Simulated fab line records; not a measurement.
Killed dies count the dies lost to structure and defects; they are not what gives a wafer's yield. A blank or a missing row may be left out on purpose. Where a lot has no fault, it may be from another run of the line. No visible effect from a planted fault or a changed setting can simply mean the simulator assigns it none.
Commonality check across tools / flow nand-harc / 11 lots and 33 wafers in the sample

## WHY THIS WAS OPENED
Flagged at NHARC_P_GATE_CD_MEAS_46: reading cd-nm, on 1 of 11 lots. Wafers without a fault read 720.2 nm, standard deviation 1.5.
Rule: a lot gets a flag if all its wafers with a number sit over 4 standard deviations from that mean, or if no wafer of it has a number. The rest of the lots are taken to be sound.

lot=L920; measured=day 6 18:16; on=cd-sem-01; cd-nm (nm), wafer by wafer=718.0 717.1 716.2; flag=
lot=L919; measured=day 6 20:11; on=cd-sem-03; cd-nm (nm), wafer by wafer=719.8 720.0 718.4; flag=
lot=L922; measured=day 7 19:13; on=cd-sem-02; cd-nm (nm), wafer by wafer=722.5 719.5 720.2; flag=
lot=L923; measured=day 8 00:35; on=cd-sem-03; cd-nm (nm), wafer by wafer=714.0 713.9 712.5; flag=FLAGGED
lot=L924; measured=day 8 05:21; on=cd-sem-03; cd-nm (nm), wafer by wafer=718.0 718.4 718.6; flag=
lot=L933; measured=day 12 06:10; on=cd-sem-03; cd-nm (nm), wafer by wafer=720.8 720.7 721.2; flag=
lot=L934; measured=day 12 16:49; on=cd-sem-03; cd-nm (nm), wafer by wafer=722.4 720.5 720.8; flag=
lot=L937; measured=day 13 14:09; on=cd-sem-03; cd-nm (nm), wafer by wafer=720.8 722.5 722.5; flag=
lot=L936; measured=day 13 14:26; on=cd-sem-03; cd-nm (nm), wafer by wafer=718.9 720.1 720.2; flag=
lot=L938; measured=day 14 02:19; on=cd-sem-02; cd-nm (nm), wafer by wafer=720.5 719.4 721.6; flag=
lot=L940; measured=day 15 05:10; on=cd-sem-01; cd-nm (nm), wafer by wafer=715.9 718.4 718.5; flag=
On average the flagged lots' numbers are 713.5 nm, which is -6.7 nm against the usual, or -4 standard deviations.

## EACH LOT AND THE TOOL IT RAN ON
3 process steps preceding the reading are held in the record, out of 1302 steps in the route. In each cell: the tool, then ch and the chambers that the sampled wafers went through, then the start.
lot=L920; flag=; NHARC_P_GATE_ETCHBACK_37=rie-diel-13 ch 0,1,2, day 6 17:28 or earlier; NHARC_P_GATE_STRIP_101=rie-diel-13 ch 1,2,3, day 6 17:28; NHARC_P_GATE_EXPOSE_43=krf-scanner-02 ch 0, day 6 18:06
lot=L919; flag=; NHARC_P_GATE_ETCHBACK_37=rie-diel-07 ch 0,3, day 6 19:16 or earlier; NHARC_P_GATE_STRIP_101=rie-diel-07 ch 0,3, day 6 19:16; NHARC_P_GATE_EXPOSE_43=krf-scanner-04 ch 0, day 6 20:02
lot=L922; flag=; NHARC_P_GATE_ETCHBACK_37=rie-diel-13 ch 1,2,3, day 7 18:26 or earlier; NHARC_P_GATE_STRIP_101=rie-diel-13 ch 0,2,3, day 7 18:26; NHARC_P_GATE_EXPOSE_43=krf-scanner-03 ch 0, day 7 19:04
lot=L923; flag=FLAGGED; NHARC_P_GATE_ETCHBACK_37=rie-diel-10 ch 0,1,2, day 7 23:39 or earlier; NHARC_P_GATE_STRIP_101=rie-diel-10 ch 1,2, day 7 23:39; NHARC_P_GATE_EXPOSE_43=krf-scanner-04 ch 0, day 8 00:26
lot=L924; flag=; NHARC_P_GATE_ETCHBACK_37=rie-diel-07 ch 0,2,3, day 8 04:29 or earlier; NHARC_P_GATE_STRIP_101=rie-diel-07 ch 1,2,3, day 8 04:29; NHARC_P_GATE_EXPOSE_43=krf-scanner-04 ch 0, day 8 05:12
lot=L933; flag=; NHARC_P_GATE_ETCHBACK_37=rie-diel-10 ch 1,3, day 12 05:14 or earlier; NHARC_P_GATE_STRIP_101=rie-diel-10 ch 0,2, day 12 05:14; NHARC_P_GATE_EXPOSE_43=krf-scanner-04 ch 0, day 12 06:01
lot=L934; flag=; NHARC_P_GATE_ETCHBACK_37=rie-diel-10 ch 0,2,3, day 12 16:01 or earlier; NHARC_P_GATE_STRIP_101=rie-diel-10 ch 1,2,3, day 12 16:01; NHARC_P_GATE_EXPOSE_43=krf-scanner-04 ch 0, day 12 16:39
lot=L937; flag=; NHARC_P_GATE_ETCHBACK_37=rie-diel-13 ch 0,2,3, day 13 13:14 or earlier; NHARC_P_GATE_STRIP_101=rie-diel-13 ch 0,2,3, day 13 13:14; NHARC_P_GATE_EXPOSE_43=krf-scanner-03 ch 0, day 13 14:00
lot=L936; flag=; NHARC_P_GATE_ETCHBACK_37=rie-diel-10 ch 0,1, day 13 13:31 or earlier; NHARC_P_GATE_STRIP_101=rie-diel-10 ch 0,1, day 13 13:31; NHARC_P_GATE_EXPOSE_43=krf-scanner-02 ch 0, day 13 14:17
lot=L938; flag=; NHARC_P_GATE_ETCHBACK_37=rie-diel-13 ch 0,1,2, day 14 01:24 or earlier; NHARC_P_GATE_STRIP_101=rie-diel-13 ch 1,2,3, day 14 01:24; NHARC_P_GATE_EXPOSE_43=krf-scanner-04 ch 0, day 14 02:09
lot=L940; flag=; NHARC_P_GATE_ETCHBACK_37=rie-diel-13 ch 0,2,3, day 15 04:14 or earlier; NHARC_P_GATE_STRIP_101=rie-diel-13 ch 0,1,2, day 15 04:14; NHARC_P_GATE_EXPOSE_43=krf-scanner-02 ch 0, day 15 05:01
What is done by these steps:
- NHARC_P_GATE_ETCHBACK_37: etches the open film in CHF3/O2, target depth 34.5 nm, time 17.2 s.
- NHARC_P_GATE_STRIP_101: strips in O2, time 20 s.
- NHARC_P_GATE_EXPOSE_43: exposes mask P NSD, target cd 720 nm.
- NHARC_P_GATE_CD_MEAS_46: target cd 720 nm.

## FLAGGED AGAINST TOTAL, ONE TOOL AT A TIME (gauges that did the reading follow at the end)
step=NHARC_P_GATE_ETCHBACK_37; tool=rie-diel-07; lots run=2; flagged=0; share of the flagged lots=none; sound lots run after its first flagged lot=-
step=NHARC_P_GATE_ETCHBACK_37; tool=rie-diel-10; lots run=4; flagged=1; share of the flagged lots=all; sound lots run after its first flagged lot=3 (L933,L934,L936)
step=NHARC_P_GATE_ETCHBACK_37; tool=rie-diel-13; lots run=5; flagged=0; share of the flagged lots=none; sound lots run after its first flagged lot=-
step=NHARC_P_GATE_STRIP_101; tool=rie-diel-07; lots run=2; flagged=0; share of the flagged lots=none; sound lots run after its first flagged lot=-
step=NHARC_P_GATE_STRIP_101; tool=rie-diel-10; lots run=4; flagged=1; share of the flagged lots=all; sound lots run after its first flagged lot=3 (L933,L934,L936)
step=NHARC_P_GATE_STRIP_101; tool=rie-diel-13; lots run=5; flagged=0; share of the flagged lots=none; sound lots run after its first flagged lot=-
step=NHARC_P_GATE_EXPOSE_43; tool=krf-scanner-02; lots run=3; flagged=0; share of the flagged lots=none; sound lots run after its first flagged lot=-
step=NHARC_P_GATE_EXPOSE_43; tool=krf-scanner-03; lots run=2; flagged=0; share of the flagged lots=none; sound lots run after its first flagged lot=-
step=NHARC_P_GATE_EXPOSE_43; tool=krf-scanner-04; lots run=6; flagged=1; share of the flagged lots=all; sound lots run after its first flagged lot=4 (L924,L933,L934,L938)
step=NHARC_P_GATE_CD_MEAS_46; tool=cd-sem-01; lots run=2; flagged=0; share of the flagged lots=none; sound lots run after its first flagged lot=-
step=NHARC_P_GATE_CD_MEAS_46; tool=cd-sem-02; lots run=2; flagged=0; share of the flagged lots=none; sound lots run after its first flagged lot=-
step=NHARC_P_GATE_CD_MEAS_46; tool=cd-sem-03; lots run=7; flagged=1; share of the flagged lots=all; sound lots run after its first flagged lot=5 (L924,L933,L934,L937,L936)
With no start given for some of its lots, NHARC_P_GATE_ETCHBACK_37 uses the hours and lot order of NHARC_P_GATE_STRIP_101.

## WHAT THE TABLE PERMITS
4 rows of the table ran every flagged lot: rie-diel-10 at NHARC_P_GATE_ETCHBACK_37, rie-diel-10 at NHARC_P_GATE_STRIP_101, krf-scanner-04 at NHARC_P_GATE_EXPOSE_43, cd-sem-03 at NHARC_P_GATE_CD_MEAS_46.
- rie-diel-10 at NHARC_P_GATE_ETCHBACK_37: 1 of its 4 lots flagged. After the first flagged lot (L933, L934, L936), sound lots still ran on it; a lasting fault on the whole tool would not permit that.
- rie-diel-10 at NHARC_P_GATE_STRIP_101: 1 of its 4 lots flagged. After the first flagged lot (L933, L934, L936), sound lots still ran on it; a lasting fault on the whole tool would not permit that.
- krf-scanner-04 at NHARC_P_GATE_EXPOSE_43: 1 of its 6 lots flagged. After the first flagged lot (L924, L933, L934, L938), sound lots still ran on it; a lasting fault on the whole tool would not permit that.
- cd-sem-03 at NHARC_P_GATE_CD_MEAS_46: 1 of its 7 lots flagged. After the first flagged lot (L924, L933, L934, L937, L936), sound lots still ran on it; a lasting fault on the whole tool would not permit that.
No row of the table ran every flagged lot and no sound lot after the first.

## WHAT THE SIMULATOR HAD INSERTED
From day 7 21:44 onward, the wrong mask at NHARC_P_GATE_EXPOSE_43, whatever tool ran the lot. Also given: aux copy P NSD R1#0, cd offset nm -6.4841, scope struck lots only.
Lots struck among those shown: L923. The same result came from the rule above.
